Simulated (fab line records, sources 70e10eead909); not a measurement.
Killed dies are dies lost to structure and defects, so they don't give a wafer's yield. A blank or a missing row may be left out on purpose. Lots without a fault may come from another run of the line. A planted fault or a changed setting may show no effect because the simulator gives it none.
Which tool did it? | flow nand_harc | 12 lots, 36 wafers sampled, at 6 steps of a route of 1159

WHAT THE GAUGES READ, wafer by wafer
NHARC_P_M2_THK_MEAS_24: measures by xrf. Usual: thk_nm 144.1 nm, standard deviation 1.4.
lot  | measured     | on            | thk_nm (nm)       | flag
L360 | day 6 09:06  | film_metro-01 | 144.6 146.3 142.5 |
L361 | day 6 22:13  | film_metro-02 | 144.4 145.3 142.9 |
L364 | day 7 01:51  | film_metro-01 | 141.8 144.2 143.2 |
L365 | day 7 09:01  | film_metro-02 | 143.2 143.2 142.2 |
L366 | day 7 17:20  | film_metro-02 | 143.5 142.9 143.7 |
L367 | day 8 04:51  | film_metro-01 | 144.0 143.9 145.4 |
L369 | day 8 10:16  | film_metro-01 | 144.4 146.8 145.7 |
L368 | day 8 10:28  | film_metro-01 | 142.7 141.6 140.0 |
L378 | day 10 21:02 | film_metro-01 | 144.2 145.3 143.1 |
L379 | day 11 05:04 | film_metro-02 | 145.2 143.9 142.7 |
L382 | day 11 18:30 | film_metro-02 | 145.2 145.6 142.6 |
L383 | day 11 19:17 | film_metro-01 | 144.0 142.8 143.1 |

NHARC_END_SORT_01. Usual: defect_limited_yield 95.4 %, standard deviation 1.4; killed_at_array 27, standard deviation 9.3; killed_at_other 0.9, standard deviation 1.3; killed_at_periphery 3.6, standard deviation 2.7; killed_dies 31, standard deviation 9.7; killed_open 3.3, standard deviation 1.8; killed_short 2.0, standard deviation 1.5; sort_bin_2_pct 1.4 %, standard deviation 0.63; sort_bin_3_pct 0.25 %, standard deviation 0.21; sort_bin_4_pct 2.9 %, standard deviation 0.93; sort_n_pass 646, standard deviation 9.7; sort_rim_yield_pct 95 %, standard deviation 3.1; sort_yield_pct 95.4 %, standard deviation 1.4.
lot  | measured     | on        | defect_limited_yield (%) | killed_at_array | killed_at_other | killed_at_periphery | killed_dies | killed_open | killed_short | sort_bin_2_pct (%) | sort_bin_3_pct (%) | sort_bin_4_pct (%) | sort_n_pass | sort_rim_yield_pct (%) | sort_yield_pct (%) | flag
L369 | day 21 00:43 | prober-01 | 94.4 90.7 94.1           | 30 59 31        | 4 0 0           | 4 4 9               | 38 63 40    | 4 5 2       | 2 6 4        | 1.2 3.8 1.6        | 0 0.59 0.59        | 4.4 4.9 3.7        | 639 614 637 | 89 89 91               | 94.4 90.7 94.1     |
L368 | day 21 07:55 | prober-02 | 96.3 97.2 95.9           | 21 18 25        | 0 0 1           | 4 1 2               | 25 19 28    | 5 2 4       | 0 4 2        | 1.3 0.6 1.8        | 0.30 0.15 0.15     | 2.1 2.1 2.2        | 652 658 649 | 97 97 95               | 96.3 97.2 95.9     |
L378 | day 23 15:26 | prober-02 | 96.2 95.6 95.7           | 25 28 27        | 0 0 0           | 1 2 2               | 26 30 29    | 5 4 1       | 3 2 1        | 0.6 0.9 1.3        | 0.15 0.44 0.59     | 3.1 3.1 2.4        | 651 647 648 | 90 94 100              | 96.2 95.6 95.7     |
L379 | day 24 06:12 | prober-01 | 96.5 96.8 97.8           | 17 14 11        | 0 1 1           | 7 7 3               | 24 22 15    | 2 2 2       | 3 3 0        | 0.9 1.2 1.0        | 0.15 0 0           | 2.5 2.1 1.2        | 653 655 662 | 94 98 98               | 96.5 96.8 97.8     |
L382 | day 24 19:13 | prober-02 | 93.6 93.1 95.0           | 37 45 29        | 5 1 5           | 1 1 0               | 43 47 34    | 2 2 3       | 2 1 1        | 1.9 2.4 1.9        | 0.89 0.15 0.30     | 3.5 4.4 2.8        | 634 630 643 | 90 100 98              | 93.6 93.1 95.0     |

WHICH TOOL RAN EACH LOT (tool, then ch and the chambers of the sampled wafers, then the start)
lot  | NHARC_P_M2_DESCUM_14               | NHARC_P_M2_PRE_CLEAN_30                 | NHARC_P_M2_ECD_22              | NHARC_P_M2_CMP_23
L360 | rie_diel-07 ch 0,1,3, day 6 06:35  | pvd_sputter-01, day 6 07:58 or earlier  | ecd_cu-02 ch 0,1, day 6 07:58  | cmp-03 ch 1,2,3, day 6 08:47
L361 | rie_diel-05 ch 0,1,3, day 6 19:47  | pvd_sputter-01, day 6 21:11 or earlier  | ecd_cu-01 ch 0,1, day 6 21:11  | cmp-01 ch 1,2,3, day 6 21:54
L364 | rie_diel-05 ch 0,2,3, day 6 23:25  | pvd_sputter-01, day 7 00:49 or earlier  | ecd_cu-02 ch 0,1, day 7 00:49  | cmp-01 ch 0,2,3, day 7 01:34
L365 | rie_diel-05 ch 0,2,3, day 7 06:37  | pvd_sputter-01, day 7 07:59 or earlier  | ecd_cu-02 ch 0,1, day 7 07:59  | cmp-01 ch 0,2,3, day 7 08:43
L366 | rie_diel-05 ch 0,2,3, day 7 14:55  | pvd_sputter-02, day 7 16:24 or earlier  | ecd_cu-01 ch 0,1, day 7 16:24  | cmp-01 ch 0,1,3, day 7 17:03
L367 | rie_diel-03 ch 1,3, day 8 02:20    | pvd_sputter-03, day 8 03:49 or earlier  | ecd_cu-01 ch 0,1, day 8 03:49  | cmp-01 ch 2,3, day 8 04:32
L369 | rie_diel-05 ch 0,1,2, day 8 06:54  | pvd_sputter-03, day 8 08:17 or earlier  | ecd_cu-01 ch 0,1, day 8 08:17  | cmp-01 ch 1,2,3, day 8 09:59
L368 | rie_diel-05 ch 0,1,2, day 8 07:29  | pvd_sputter-03, day 8 08:51 or earlier  | ecd_cu-02 ch 0,1, day 8 08:51  | cmp-01 ch 1,2, day 8 10:10
L378 | rie_diel-05 ch 1,2, day 10 18:29   | pvd_sputter-03, day 10 20:04 or earlier | ecd_cu-02 ch 0,1, day 10 20:04 | cmp-02 ch 0,1,2, day 10 20:48
L379 | rie_diel-03 ch 0,1,3, day 11 02:33 | pvd_sputter-01, day 11 04:07 or earlier | ecd_cu-01 ch 0,1, day 11 04:07 | cmp-01 ch 0,2, day 11 04:47
L382 | rie_diel-03 ch 0,1, day 11 15:59   | pvd_sputter-02, day 11 17:26 or earlier | ecd_cu-02 ch 0,1, day 11 17:26 | cmp-02 ch 1,3, day 11 18:11
L383 | rie_diel-05 ch 0,3, day 11 16:45   | pvd_sputter-02, day 11 18:15 or earlier | ecd_cu-02 ch 0,1, day 11 18:15 | cmp-02 ch 0,1,2, day 11 19:00
- NHARC_P_M2_DESCUM_14: chemistry O2, time 3 s.
- NHARC_P_M2_PRE_CLEAN_30: time 30 s.
- NHARC_P_M2_ECD_22: material Cu, target thk 400 nm.
- NHARC_P_M2_CMP_23: polishes, t overpolish 20 s, target thk 144.3 nm.

WHAT THE TOOLS THEMSELVES READ (means of the sampled wafers that have a number; where no wafer has one, the mark that the record gives instead)
NHARC_P_M2_DESCUM_14. Usual: drypump_motor_current_A 5.8 A, standard deviation 0.53; oes_product_au 1.002 a.u., standard deviation 0.0099; rf_vpp_V 57.7 V, standard deviation 0.98; showerhead_plenum_p_Torr 1.91 Torr, standard deviation 0.099; throttle_valve_pct 11.312 %, standard deviation 0.009.
lot  | tool        | drypump_motor_current_A (A) | oes_product_au (a.u.) | rf_vpp_V (V) | showerhead_plenum_p_Torr (Torr) | throttle_valve_pct (%) | flag
L360 | rie_diel-07 | 5.8                         | 0.992                 | 58.1         | 1.95                            | 11.314                 |
L361 | rie_diel-05 | 5.7                         | 1.005                 | 58.1         | 1.94                            | 11.300                 |
L364 | rie_diel-05 | 5.7                         | 1.016                 | 57.3         | 1.90                            | 11.316                 |
L365 | rie_diel-05 | 5.7                         | 1.001                 | 58.2         | 1.90                            | 11.311                 |
L366 | rie_diel-05 | 5.7                         | 1.008                 | 57.6         | 1.90                            | 11.326                 |
L367 | rie_diel-03 | 6.1                         | 1.001                 | 57.6         | 1.82                            | 11.310                 |
L369 | rie_diel-05 | 5.5                         | 1.004                 | 57.2         | 1.87                            | 11.322                 |
L368 | rie_diel-05 | 5.5                         | 0.994                 | 58.2         | 1.87                            | 11.304                 |
L378 | rie_diel-05 | 5.8                         | 0.998                 | 57.8         | 1.93                            | 11.310                 |
L379 | rie_diel-03 | 6.0                         | 1.002                 | 57.2         | 1.86                            | 11.312                 |
L382 | rie_diel-03 | 5.9                         | 1.008                 | 56.6         | 1.86                            | 11.312                 |
L383 | rie_diel-05 | 5.9                         | 1.003                 | 58.0         | 1.96                            | 11.313                 |

NHARC_P_M2_PRE_CLEAN_30. Usual: heater_power_w 376 W, standard deviation 31.
lot  | tool           | heater_power_w (W) | flag
L360 | pvd_sputter-01 | 361                |
L361 | pvd_sputter-01 | 364                |
L364 | pvd_sputter-01 | 361                |
L365 | pvd_sputter-01 | 381                |
L366 | pvd_sputter-02 | 414                |
L367 | pvd_sputter-03 | 348                |
L369 | pvd_sputter-03 | 393                |
L368 | pvd_sputter-03 | 369                |
L378 | pvd_sputter-03 | 390                |
L379 | pvd_sputter-01 | 359                |
L382 | pvd_sputter-02 | 408                |
L383 | pvd_sputter-02 | 391                |

NHARC_P_M2_CMP_23. Usual: motor_current_A 12.6 A, standard deviation 1.2; time_to_endpoint_s 28.7 s, standard deviation 2.3.
lot  | tool   | motor_current_A (A) | time_to_endpoint_s (s) | flag
L360 | cmp-03 | 11.5                | 34.7                   |
L361 | cmp-01 | 12.9                | 29.8                   |
L364 | cmp-01 | 12.3                | 26.4                   |
L365 | cmp-01 | 12.5                | 28.5                   |
L366 | cmp-01 | 12.7                | 29.2                   |
L367 | cmp-01 | 11.9                | 28.4                   |
L369 | cmp-01 | 12.7                | 56.9                   | OFF
L368 | cmp-01 | 11.7                | 56.9                   | OFF
L378 | cmp-02 | 13.0                | 29.0                   |
L379 | cmp-01 | 12.1                | 29.0                   |
L382 | cmp-02 | 12.7                | 30.6                   |
L383 | cmp-02 | 13.3                | 26.7                   |

THE ANSWER, worked out from the rows above alone
Rule: a lot is off if the mean of its wafers that have a number lies more than 3 standard deviations from the usual mean. A lot without any number at a reading at which 4 lots or more have one is off too. The other lots that the step has rows for count as sound. The gauges are gone through in route order, then the tools' own readings, and for those a lot's mean is taken as printed above. The first step at which some lot is off is used, and at that step the reading that is off furthest; a lot without a number counts as furthest.
Off: L369, L368, at NHARC_P_M2_CMP_23 (time_to_endpoint_s).
A tool fits if, at that step or a process step before it, it ran every lot that is off, and no sound lot after the first of them. NHARC_P_M2_PRE_CLEAN_30 gives no start for some lots, so the hours and the order of its lots are those of NHARC_P_M2_ECD_22. None of those tried fits.

WHAT THE SIMULATOR HAD PUT IN
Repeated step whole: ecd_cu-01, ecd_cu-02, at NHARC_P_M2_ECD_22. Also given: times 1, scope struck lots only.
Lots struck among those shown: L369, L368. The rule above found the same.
